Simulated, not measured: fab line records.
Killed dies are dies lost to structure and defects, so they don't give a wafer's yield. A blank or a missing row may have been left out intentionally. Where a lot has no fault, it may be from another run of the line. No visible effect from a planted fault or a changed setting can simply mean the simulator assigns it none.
A lot that was struck, set against a sound lot    flow n5_finfet    14 out of 1938 route steps
Sound: the wafers L237.2, L237.3, L237.4. The struck wafers were L248.1, L248.2, L248.6. The cause is named last.
Per side, at each step with rows, come the tool, then ch with its chambers, and then its first start. Under that, the readings that differ: sound wafers    struck wafers    difference of the means    sigmas: that difference in standard deviations of wafers without a fault.
alike: words and numbers the same on both sides, and readings whose means are apart by under 2 such deviations; not compared: readings that were withheld, readings missing a value for some wafer, numbers with overlapping values and no deviation given by the record, and bounds like >300 which may hide the same value.
Wherever a step has rows on one side only, a row that says differs or no value, or a row with sigmas, the two part there. When numbers do not overlap yet have no deviation, they are printed without sigmas and do not part them. A reading missing from all wafers of one side parts the sides only when that side holds two or more wafers.

N5_BEOL_M6_STRIP_67: strips in CF4.
  sound on rie_diel-06 ch 1,2,3, day 11 02:27; struck on rie_diel-05 ch 2,3, day 14 00:28
  alike: drypump_motor_current_A, oes_product_au, rf_vpp_V, showerhead_plenum_p_Torr, throttle_valve_pct
  not compared: rf_hours_counter_h
N5_BEOL_M6_HM_OPEN_17: chemistry Cl2/BCl3, target TiN, target depth 20 nm, overetch 6 nm.
  sound on rie_metal-01 ch 0,1, day 11 02:30; struck on rie_metal-01 ch 0,1, day 14 00:31
  alike: drypump_motor_current_A, oes_product_au, rf_fwd_power_W, throttle_valve_pct
  not compared: rf_hours_counter_h
N5_BEOL_M6_STRIP_19: strips in O2.
  sound on rie_diel-06 ch 0,1,3, day 11 02:37; struck on rie_diel-04 ch 1,2, day 14 00:38
  alike: drypump_motor_current_A, oes_product_au, rf_vpp_V, showerhead_plenum_p_Torr, throttle_valve_pct
  not compared: rf_hours_counter_h
N5_BEOL_M6_CD_MEAS_18: pitch 80 nm, target cd 40 nm.
  struck on cd_sem-03, day 14 00:42; sound on cd_sem-02, day 11 02:41
  alike: cd_nm
then, 8 steps without rows for these wafers: N5_BEOL_M6_COAT_63 (time 60 s, resist thk 60 nm); N5_BEOL_M6_COAT_64 (time 60 s, resist thk 12 nm); N5_BEOL_M6_COAT_71 (time 60 s, resist thk 5 nm); N5_BEOL_M6_COAT_22 (resist thk 30 nm); N5_BEOL_M6_EBR_24; N5_BEOL_M6_SOFTBAKE_23 (time 60 s); N5_BEOL_M6_EXPOSE_25 (exposes mask V5, target cd 40 nm); N5_BEOL_M6_PEB_26 (peb time 60 s).
N5_BEOL_M6_DEVELOP_27: develop time 30 s.
  struck on litho_track-03, day 14 01:50; sound on litho_track-04 ch 0, day 11 03:03
  no value came back on the struck wafers for chill_plate_temp_C (C), develop_time_s (s); on the sound wafers chill_plate_temp_C (C) reads 23.13 23.21 23.07
reading                                       sound           struck    difference  sigmas
model.CAR-EUV_of_BEOL_M6_COAT_22.thk_nm (nm)  29.4 29.4 29.4  30 30 30  +1          
N5_BEOL_M6_CD_MEAS_28 targets a cd of 40 nm.
  sound on cd_sem-01 ch 0, day 11 03:07; struck on cd_sem-02 ch 0, day 14 01:53
reading     sound              struck  difference                     sigmas
cd_nm (nm)  40.45 40.16 39.90  - - -   no value on the struck wafers  

== WHERE THEY PART ==
Earliest at N5_BEOL_M6_DEVELOP_27; latest, in this record, at N5_BEOL_M6_CD_MEAS_28.

WHY: what the simulator had put in
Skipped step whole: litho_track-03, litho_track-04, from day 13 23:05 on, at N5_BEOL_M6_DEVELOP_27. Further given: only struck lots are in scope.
